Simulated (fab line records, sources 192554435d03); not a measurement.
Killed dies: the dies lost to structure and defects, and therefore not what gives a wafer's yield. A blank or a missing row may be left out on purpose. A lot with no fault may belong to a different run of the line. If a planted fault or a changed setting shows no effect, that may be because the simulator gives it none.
A lot that was struck, set against a sound lot | flow n5-finfet | 28 out of 1938 route steps
Sound: these wafers, L461.1, L461.3, L461.6. Struck: wafers L475.2, L475.6. (L475.3 of the same lot was not struck and is left out.) The cause comes at the end.
Per side, at each step with rows, come the tool, then ch with its chambers, and then its first start. Under that, the readings that differ: sound wafers | struck wafers | difference of the means | sigmas: that difference in standard deviations of wafers without a fault.
alike: a reading whose means differ by less than 2 such deviations, as well as words and numbers matching on both sides. not compared: withheld readings; readings where some wafer has no value; bounds like >300 that might hide an equal value; numbers whose values overlap and for which the record gives no deviation.
A row with sigmas, a row that says differs or no value, or rows on one side alone: a step with any of these is where the two part. When numbers do not overlap yet have no deviation, they are printed without sigmas and do not part them. A reading that every wafer of one side lacks parts them only if that side has two wafers or more.

first, 9 steps without rows for these wafers: N5_BEOL_M0_SAQP_COAT_72 (time 60 s, resist thk 15 nm); N5_BEOL_M0_SAQP_COAT_87 (time 60 s, resist thk 5 nm); N5_BEOL_M0_SAQP_COAT_34 (resist thk 30 nm); N5_BEOL_M0_SAQP_EBR_36; N5_BEOL_M0_SAQP_SOFTBAKE_35 (time 60 s); N5_BEOL_M0_SAQP_EXPOSE_37 (exposes mask M0 CUT1, target cd 30 nm); N5_BEOL_M0_SAQP_PEB_38 (peb time 60 s); N5_BEOL_M0_SAQP_DEVELOP_39 (develop time 30 s); N5_BEOL_M0_SAQP_DESCUM_45 (chemistry O2, time 7 s).
N5_BEOL_M0_SAQP_ETCH_88: etches underlayer in N2/H2, target depth 6.5 nm, time 5.2 s.
  sound on rie-diel-05 ch 1,3, day 6 11:27; struck on rie-diel-05 ch 3, day 10 00:25
  reading                | sound          | struck    | difference | sigmas
  etch-rf-on-time-s (s)  | 5.06 5.49 5.49 | 4.98 5.01 | -0.35      | -3
  oes-product-au (a.u.)  | 0.59 0.59 0.60 | 0.84 0.85 | +0.25      | +3
  throttle-valve-pct (%) | 17.6 18.0 18.0 | 17.1 17.1 | -0.8       | -2
  alike: bias-w, drypump-motor-current-A, rf-vpp-V, showerhead-plenum-p-Torr
  not compared: rf-hours-counter-h
then, 14 steps without rows for these wafers: N5_BEOL_M0_SAQP_ETCH_73 (etches SiARC in CF4, target depth 19.5 nm, time 32.5 s); N5_BEOL_M0_SAQP_CUT_ETCH_46 (etches SOC in N2/H2, target depth 135 nm, overetch 27 nm, time 202.5 s); N5_BEOL_M0_SAQP_STRIP_74 (strips in N2/H2); N5_BEOL_M0_SAQP_STRIP_89 (strips in N2/H2); N5_BEOL_M0_SAQP_ALD_48 (deposits SiO2, target thk 20 nm, pulse time 1 s, co reactant pulse time 1 s); N5_BEOL_M0_SAQP_ETCH_49 (etches SiO2 in CF4/O2, target depth 37 nm); N5_BEOL_M0_SAQP_STRIP_75 (strips in CF4); N5_BEOL_M0_CUTY_COAT_50 (time 60 s, resist thk 15 nm); N5_BEOL_M0_CUTY_COAT_51 (resist thk 150 nm); N5_BEOL_M0_CUTY_EBR_52; N5_BEOL_M0_CUTY_SOFTBAKE_53 (time 60 s); N5_BEOL_M0_CUTY_EXPOSE_54 (exposes mask M0 ABLK); N5_BEOL_M0_CUTY_PEB_55 (peb time 60 s); N5_BEOL_M0_CUTY_DEVELOP_56 (develop time 30 s).
N5_BEOL_M0_CUTY_INSPECT_59: inspects for defects (macro).
  sound on defect-inspect-01 at day 6 12:50; struck on defect-inspect-01 at day 10 01:49
  reading          | sound | struck    | difference | sigmas
  raw-defect-count | 1 4 3 | >300 >300 | differs    |
then, 1 step without rows for these wafers: N5_BEOL_M0_CUTY_DESCUM_61 (chemistry O2, time 7.9 s).
-- record jumps: 2 days separate the struck wafers' starts on either side; left off in module BEOL_M0_CUTY, taken up again in module BEOL_M4, whose first shown step is the route's number 1111 --
N5_BEOL_M4_RC_MEAS_101:
  sound on prober-01 ch 0, day 8 09:23; struck on prober-01 ch 0, day 12 05:41
  alike: DIBL_N, DIBL_P, IOFF_N, IOFF_P, ION_N, ION_P, SS_N, SS_P, VT_N, VT_P
-- a jump in the record: the struck wafers' starts before and after are 5 days apart (it breaks off in module BEOL_M4 and resumes in module PASSIVATION, where the first step shown is number 1936 of the route) --
N5_PASSIVATION_PROBE_49:
  record: rows for the struck wafers here (prober-02, day 17 05:32), none for the sound ones

WHERE THEY PART
At N5_BEOL_M0_SAQP_ETCH_88 first; at N5_PASSIVATION_PROBE_49 last (within this record only).

WHY: whatever the simulator had introduced
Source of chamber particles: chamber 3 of rie-diel-05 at N5_BEOL_M0_SAQP_ETCH_88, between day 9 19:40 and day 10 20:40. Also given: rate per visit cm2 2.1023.
